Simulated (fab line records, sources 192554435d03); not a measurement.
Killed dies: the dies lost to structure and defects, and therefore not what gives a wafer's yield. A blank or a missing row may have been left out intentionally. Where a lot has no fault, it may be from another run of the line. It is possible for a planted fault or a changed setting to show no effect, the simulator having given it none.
Chamber matching || flow n5-finfet || rie-diel-06 running N5_GATE_CUT_STRIP_42: 4 sister chambers
The step strips in O2. 4 wafers are shown with their chamber, then 10 later ones without.

WAFERS WITH THEIR CHAMBER
{"wafer": "L085.6", "chamber": 2, "showerhead-plenum-p-Torr (Torr)": 2.18}
{"wafer": "L091.5", "chamber": 1, "showerhead-plenum-p-Torr (Torr)": 2.07}
{"wafer": "L092.2", "chamber": 0, "showerhead-plenum-p-Torr (Torr)": 2.06}
{"wafer": "L092.4", "chamber": 3, "showerhead-plenum-p-Torr (Torr)": 2.23}

WAFERS MISSING THEIR CHAMBER
{"wafer": "L092.6", "showerhead-plenum-p-Torr (Torr)": 2.06}
{"wafer": "L093.1", "showerhead-plenum-p-Torr (Torr)": 2.18}
{"wafer": "L093.4", "showerhead-plenum-p-Torr (Torr)": 2.06}
{"wafer": "L093.6", "showerhead-plenum-p-Torr (Torr)": 2.06}
{"wafer": "L094.1", "showerhead-plenum-p-Torr (Torr)": 2.18}
{"wafer": "L094.2", "showerhead-plenum-p-Torr (Torr)": 2.22}
{"wafer": "L094.6", "showerhead-plenum-p-Torr (Torr)": 2.18}
{"wafer": "L095.3", "showerhead-plenum-p-Torr (Torr)": 2.22}
{"wafer": "L095.5", "showerhead-plenum-p-Torr (Torr)": 2.18}
{"wafer": "L095.6", "showerhead-plenum-p-Torr (Torr)": 2.07}

CHAMBER TAKEN BY EACH
{"wafer": "L092.6", "from the rows above": 0, "in truth": 0}
{"wafer": "L093.1", "from the rows above": 2, "in truth": 2}
{"wafer": "L093.4", "from the rows above": 0, "in truth": 0}
{"wafer": "L093.6", "from the rows above": 0, "in truth": 0}
{"wafer": "L094.1", "from the rows above": 2, "in truth": 2}
{"wafer": "L094.2", "from the rows above": 3, "in truth": 3}
{"wafer": "L094.6", "from the rows above": 2, "in truth": 2}
{"wafer": "L095.3", "from the rows above": 3, "in truth": 3}
{"wafer": "L095.5", "from the rows above": 2, "in truth": 2}
{"wafer": "L095.6", "from the rows above": 1, "in truth": 1}
Placed correctly: 10 of 10. Can't be placed from these rows: 0. Wrongly placed: 0.
How it was worked out, from the rows above alone: a wafer's distance from a chamber is the root of the sum, over the readings, of the square of ((its reading less the chamber's mean) divided by the reading's scatter). If the next closest chamber is less than 2 further off than the closest, the wafer can't be placed; otherwise it belongs to the closest. The mean given for a chamber averages the wafers shown for that chamber. The scatter: with one shown wafer a chamber, the root of the mean of the squares of how far each hidden wafer lies from its nearest shown one.
